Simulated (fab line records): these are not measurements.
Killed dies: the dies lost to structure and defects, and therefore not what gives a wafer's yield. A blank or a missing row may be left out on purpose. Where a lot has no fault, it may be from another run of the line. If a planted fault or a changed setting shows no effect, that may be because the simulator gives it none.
Which tool was responsible? || flow n5Finfet || Sampling: 11 lots, 27 wafers, 5 of 1938 route steps

WHAT EACH GAUGE READ, for each wafer
N5_BEOL_M4_RC_MEAS_101.
{"lot": "L749", "measured": "day 7 23:09", "on": "prober-02", "DIBL_N (mV/V)": "35.1 34.6 37.2"}
{"lot": "L750", "measured": "day 8 11:25", "on": "prober-01", "DIBL_N (mV/V)": "36.9 35.2"}
{"lot": "L753", "measured": "day 8 20:05", "on": "prober-02", "DIBL_N (mV/V)": "36.2 36.8 40.1"}
{"lot": "L758", "measured": "day 10 04:59", "on": "prober-01", "DIBL_N (mV/V)": "38.0 36.7"}
{"lot": "L759", "measured": "day 10 12:26", "on": "prober-01", "DIBL_N (mV/V)": "36.1 32.4 36.0"}
{"lot": "L761", "measured": "day 10 22:14", "on": "prober-01", "DIBL_N (mV/V)": "37.7 38.0"}
{"lot": "L766", "measured": "day 12 01:37", "on": "prober-02", "DIBL_N (mV/V)": "39.0 37.3"}
{"lot": "L767", "measured": "day 12 09:54", "on": "prober-01", "DIBL_N (mV/V)": "33.5 36.1"}
{"lot": "L768", "measured": "day 12 23:11", "on": "prober-01", "DIBL_N (mV/V)": "36.6 35.3"}
{"lot": "L770", "measured": "day 13 03:17", "on": "prober-02", "DIBL_N (mV/V)": "36.4 34.7 36.7"}
{"lot": "L772", "measured": "day 13 22:28", "on": "prober-02", "DIBL_N (mV/V)": "39.1 33.5 38.9"}

WHICH TOOL RAN EACH LOT (tool, then ch and the chambers of the sampled wafers, then the start)
{"lot": "L749", "N5_GATE_CUT_CMP_43": "cmp-02 ch 0,2,3, day 4 16:27", "N5_MOL_CONTACT_COAG_DESCUM_13": "rieDiel-02 ch 0,2,3, day 4 17:37", "N5_MOL_CONTACT_COAG_CONTACT_ETCH_14": "rieDiel-02 ch 0,2,3, day 4 17:49", "N5_MOL_CONTACT_COAG_TI_SIL_19": "pvdSputter-02, day 4 18:48"}
{"lot": "L750", "N5_GATE_CUT_CMP_43": "cmp-04 ch 1,2, day 4 20:11", "N5_MOL_CONTACT_COAG_DESCUM_13": "rieDiel-03 ch 0,1, day 4 21:26", "N5_MOL_CONTACT_COAG_CONTACT_ETCH_14": "rieDiel-03 ch 0,1, day 4 21:37", "N5_MOL_CONTACT_COAG_TI_SIL_19": "pvdSputter-02, day 4 22:18"}
{"lot": "L753", "N5_GATE_CUT_CMP_43": "cmp-03 ch 1,2,3, day 5 18:21", "N5_MOL_CONTACT_COAG_DESCUM_13": "rieDiel-01 ch 1,2,3, day 5 19:33", "N5_MOL_CONTACT_COAG_CONTACT_ETCH_14": "rieDiel-01 ch 1,2,3, day 5 19:44", "N5_MOL_CONTACT_COAG_TI_SIL_19": "pvdSputter-01, day 5 20:29"}
{"lot": "L758", "N5_GATE_CUT_CMP_43": "cmp-04 ch 0,2, day 6 21:35", "N5_MOL_CONTACT_COAG_DESCUM_13": "rieDiel-02 ch 0,1, day 6 22:29", "N5_MOL_CONTACT_COAG_CONTACT_ETCH_14": "rieDiel-02 ch 0,1, day 6 22:40", "N5_MOL_CONTACT_COAG_TI_SIL_19": "pvdSputter-02, day 7 00:13"}
{"lot": "L759", "N5_GATE_CUT_CMP_43": "cmp-04 ch 0,1,2, day 7 02:14", "N5_MOL_CONTACT_COAG_DESCUM_13": "rieDiel-01 ch 1,2, day 7 03:29", "N5_MOL_CONTACT_COAG_CONTACT_ETCH_14": "rieDiel-01 ch 1,2, day 7 03:41", "N5_MOL_CONTACT_COAG_TI_SIL_19": "pvdSputter-02, day 7 04:53"}
{"lot": "L761", "N5_GATE_CUT_CMP_43": "cmp-02 ch 3, day 7 17:43", "N5_MOL_CONTACT_COAG_DESCUM_13": "rieDiel-01 ch 1,2, day 7 18:46", "N5_MOL_CONTACT_COAG_CONTACT_ETCH_14": "rieDiel-01 ch 1,2, day 7 18:56", "N5_MOL_CONTACT_COAG_TI_SIL_19": "pvdSputter-01, day 7 19:51"}
{"lot": "L766", "N5_GATE_CUT_CMP_43": "cmp-03 ch 0,3, day 9 00:15", "N5_MOL_CONTACT_COAG_DESCUM_13": "rieDiel-03 ch 3, day 9 01:31", "N5_MOL_CONTACT_COAG_CONTACT_ETCH_14": "rieDiel-03 ch 3, day 9 01:41", "N5_MOL_CONTACT_COAG_TI_SIL_19": "pvdSputter-03, day 9 02:26"}
{"lot": "L767", "N5_GATE_CUT_CMP_43": "cmp-03 ch 2,3, day 9 03:14", "N5_MOL_CONTACT_COAG_DESCUM_13": "rieDiel-02 ch 0,1, day 9 04:25", "N5_MOL_CONTACT_COAG_CONTACT_ETCH_14": "rieDiel-02 ch 0,1, day 9 04:36", "N5_MOL_CONTACT_COAG_TI_SIL_19": "pvdSputter-03, day 9 06:42"}
{"lot": "L768", "N5_GATE_CUT_CMP_43": "cmp-03 ch 2,3, day 9 14:28", "N5_MOL_CONTACT_COAG_DESCUM_13": "rieDiel-02 ch 0,3, day 9 15:49", "N5_MOL_CONTACT_COAG_CONTACT_ETCH_14": "rieDiel-02 ch 0,3, day 9 16:00", "N5_MOL_CONTACT_COAG_TI_SIL_19": "pvdSputter-01, day 9 16:45"}
{"lot": "L770", "N5_GATE_CUT_CMP_43": "cmp-04 ch 0,3, day 10 02:39", "N5_MOL_CONTACT_COAG_DESCUM_13": "rieDiel-01 ch 0,1,2, day 10 03:47", "N5_MOL_CONTACT_COAG_CONTACT_ETCH_14": "rieDiel-01 ch 0,1,2, day 10 03:58", "N5_MOL_CONTACT_COAG_TI_SIL_19": "pvdSputter-03, day 10 04:49"}
{"lot": "L772", "N5_GATE_CUT_CMP_43": "cmp-02 ch 2,3, day 10 10:40", "N5_MOL_CONTACT_COAG_DESCUM_13": "rieDiel-03 ch 0,2,3, day 10 11:44", "N5_MOL_CONTACT_COAG_CONTACT_ETCH_14": "rieDiel-03 ch 0,2,3, day 10 11:55", "N5_MOL_CONTACT_COAG_TI_SIL_19": "pvdSputter-03, day 10 12:35"}
- N5_GATE_CUT_CMP_43: polishes SiO2.
- N5_MOL_CONTACT_COAG_DESCUM_13: chemistry O2, time 7 s.
- N5_MOL_CONTACT_COAG_CONTACT_ETCH_14: etches SiO2 in C4F6/O2, target depth 27.5 nm, overetch 8.5 nm, time 20 s.
- N5_MOL_CONTACT_COAG_TI_SIL_19: material Ti, target thk 4.2 nm, time 15 s.

THE ANSWER, worked out from the rows above alone
Rule: the usual values come from the lots themselves. The widest of any qualifying gaps counts: lots, ordered by their means at a reading, are off when they make up no more than a third of the lots, leave a main group of 4 or more, and stand apart from it by 3 or more times the standard deviation of that group's means. If all means in a main group match to the digits the tables above print for the reading, that group is not used. A lot without any number at a reading at which 4 lots or more have one is off too. Any other lot the step has rows for is counted as sound.
Across all readings shown, no lot is off: no conclusion can be drawn from this.

WHAT THE SIMULATOR HAD INSERTED
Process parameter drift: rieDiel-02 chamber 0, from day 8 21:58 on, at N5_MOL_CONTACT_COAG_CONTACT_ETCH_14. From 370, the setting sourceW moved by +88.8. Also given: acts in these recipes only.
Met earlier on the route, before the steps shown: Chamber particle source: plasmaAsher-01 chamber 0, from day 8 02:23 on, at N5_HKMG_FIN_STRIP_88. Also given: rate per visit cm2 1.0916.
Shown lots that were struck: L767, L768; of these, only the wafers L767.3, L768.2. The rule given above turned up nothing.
